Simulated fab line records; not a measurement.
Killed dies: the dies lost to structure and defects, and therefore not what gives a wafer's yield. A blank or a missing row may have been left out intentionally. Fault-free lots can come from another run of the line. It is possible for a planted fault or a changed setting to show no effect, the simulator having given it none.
Matching of chambers    flow n5 finfet    cmp-02 running N5_HKMG_FIN_CMP_23: 4 sister chambers
The step polishes, stops on SiNx, t overpolish 10 s, target thk 46.326 nm. 18 wafers are shown with their chamber, then 9 later ones without.

WAFERS PAIRED WITH THEIR CHAMBERS
wafer   chamber  motor current A (A)  time to endpoint s (s)  overpolish run s (s)
L074.1  3        12.4                 12.3                    9.99
L074.2  0        10.4                 12.6                    10.00
L074.5  0        10.1                 15.6                    9.99
L076.3  1        12.0                 11.3                    10.01
L076.4  2        11.0                 10.4                    9.99
L076.6  2        10.6                 10.6                    10.01
L079.2  1        11.2                 10.3                    10.00
L079.4  3        11.8                 10.7                    10.00
L079.6  3        12.2                 13.8                    10.01
L086.3  0        10.7                 12.5                    10.01
L086.4  1        11.9                 13.9                    9.98
L086.5  0        9.5                  12.2                    10.00
L092.3  1        11.4                 10.6                    10.00
L092.4  3        12.3                 9.4                     10.01
L092.6  1        11.6                 9.1                     9.98
L094.1  2        10.6                 8.0                     9.99
L094.5  1        11.5                 10.1                    9.99
L094.6  0        10.0                 9.4                     10.01

SIGNATURES (averages over the wafers above)
reading             chamber 0  chamber 1  chamber 2  chamber 3  scatter within a chamber
motor current A     10.140     11.600     10.733     12.175     0.337
time to endpoint s  12.460     10.883     9.667      11.550     1.85
overpolish run s    10.0020    9.9933     9.9967     10.0025    0.0105
Rule: a wafer lies at a distance from a chamber equal to the root of the sum of squares, over the readings, of (its reading less the chamber's mean, divided by the reading's scatter). If the next closest chamber is less than 2 further off than the closest, the wafer can't be placed; otherwise it belongs to the closest. How the scatter is found: for the shown wafers, subtract from each reading the mean of its chamber, square and add these, divide the total by (wafers less chambers), then take the root.

WAFERS WITHOUT THEIR CHAMBER
wafer   motor current A (A)  time to endpoint s (s)  overpolish run s (s)
L095.2  11.8                 9.1                     10.02
L095.5  11.1                 8.2                     10.00
L095.6  10.1                 9.2                     10.01
L096.1  10.7                 10.3                    10.00
L096.2  12.0                 11.3                    9.99
L096.3  10.3                 10.6                    10.00
L097.1  10.1                 11.6                    9.99
L097.2  10.6                 13.6                    10.01
L097.4  10.8                 10.0                    10.01

EACH ONE'S CHAMBER
wafer   from the rows above           in truth
L095.2  can't be placed: 3 or 1 or 2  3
L095.5  can't be placed: 2 or 1       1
L095.6  can't be placed: 0 or 2       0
L096.1  can't be placed: 2 or 0       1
L096.2  can't be placed: 1 or 3       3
L096.3  can't be placed: 0 or 2       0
L097.1  can't be placed: 0 or 2       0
L097.2  can't be placed: 0 or 2 or 1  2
L097.4  can't be placed: 2 or 0 or 1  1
0 of 9 placed correctly. Unplaceable from these rows: 9, with the true chamber sitting among the candidates in 8. Wrongly placed: 0.
